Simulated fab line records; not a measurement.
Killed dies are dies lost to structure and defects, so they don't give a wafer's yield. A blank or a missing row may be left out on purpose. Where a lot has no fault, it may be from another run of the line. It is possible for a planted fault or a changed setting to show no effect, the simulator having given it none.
Code-filled problem report in 8D (eight disciplines) form + flow nand_harc + the parts of the form that need people (team, actions taken, sign-off) are left out

## 1. THE ISSUE
cd_nm at NHARC_A_SGD_CUT_CD_MEAS_09 reads a mean of 118.0 nm on 6 wafers of 2 lots; wafers without a fault read 100.1 nm with a standard deviation of 0.8. That puts it +22 standard deviations away from the usual mean.
The step: target cd 100 nm.
Earliest sighting: wafer L837.1 on cd_sem-02 at day 23 19:48. Wafers with a number at this step in the record: 36, from 12 lots. Rule for "out" (also "out of limits"): further than 4 standard deviations from the usual mean. The other wafers with a number count as sound.

## 2. WHAT THIS IS AND IS NOT
| question                    | is                     | is not                                                                                       |
|-----------------------------|------------------------|----------------------------------------------------------------------------------------------|
| which readings at this step | cd_nm                  | -                                                                                            |
| which lots                  | L837, L838             | L828, L829, L831, L832, L834, L839, L842, L845, L846, L850                                   |
| which wafers of those lots  | all that have a number | -                                                                                            |
| read on which gauges        | cd_sem-01, cd_sem-02   | cd_sem-03                                                                                    |
| when                        | from day 23 19:48      | up to then (15 sound wafers); but 15 sound wafers of L839, L842, L845, L846, L850 came after |

## 3. WHAT RULES OUT EACH SUSPECT
Counting: a tool at a process step up to the reading stays a suspect if it ran every lot that is out and no sound lot after the first of them.
- ruled out: the gauge at NHARC_A_SGD_CUT_CD_MEAS_09. The wafers that are out were read on 2 gauges (cd_sem-01, cd_sem-02).
- arfi_scanner-02 at NHARC_A_SGD_CUT_EXPOSE_06 (exposes mask SGD): kept. It ran every lot that is out, first L837 (day 23 19:40), and no sound lot after that; its last sound lot up to then is L834 (day 21 12:38). Its own exposure_dose_mJ_cm2 readings are out on those wafers.
After counting, what remains is arfi_scanner-02 at NHARC_A_SGD_CUT_EXPOSE_06.

## 4. THE CAUSE (what the simulator had put in)
Process parameters drifting: arfi_scanner-02 at NHARC_A_SGD_CUT_EXPOSE_06, beginning at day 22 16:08. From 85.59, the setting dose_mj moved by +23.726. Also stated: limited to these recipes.
Counting left only this tool.

## 5. THE EFFECT CHAIN, in route order
One row per reading whose mean, taken over the struck wafers that have a number, lies over 3 standard deviations from the usual. Only readings whose record carries a usual standard deviation are examined. hours: median over the lots of the time between each lot's start at the first step of this table that gives one and its start at this step. sigmas: the change, counted in usual standard deviations.
| hours | step                       | reading              | usual    | on struck wafers | change | sigmas      |
|-------|----------------------------|----------------------|----------|------------------|--------|-------------|
| 0     | NHARC_A_SGD_CUT_EXPOSE_06  | exposure_dose_mJ_cm2 | 85.46    | 106.88           | +21.42 | +99 or more |
| 0     | NHARC_A_SGD_CUT_CD_MEAS_09 | cd_nm                | 100.1 nm | 118.0            | +17.9  | +22         |
Process steps it contains:
- NHARC_A_SGD_CUT_EXPOSE_06: exposes mask SGD.

## 6. WHAT WOULD HAVE CAUGHT IT SOONER
Counted from the fault's start at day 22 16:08, it took 28 hours until the first out-of-limits reading at a measuring or inspecting step in this record, taken at day 23 19:48.
Tool's own readings at NHARC_A_SGD_CUT_EXPOSE_06, exposure_dose_mJ_cm2: out on all struck wafers the step has rows for; an alarm limit on them would have tripped on the first.
Lots out: 2; of these, L838 started NHARC_A_SGD_CUT_EXPOSE_06 on arfi_scanner-02 after day 23 19:48. A hold on the tool at that time would have spared it.
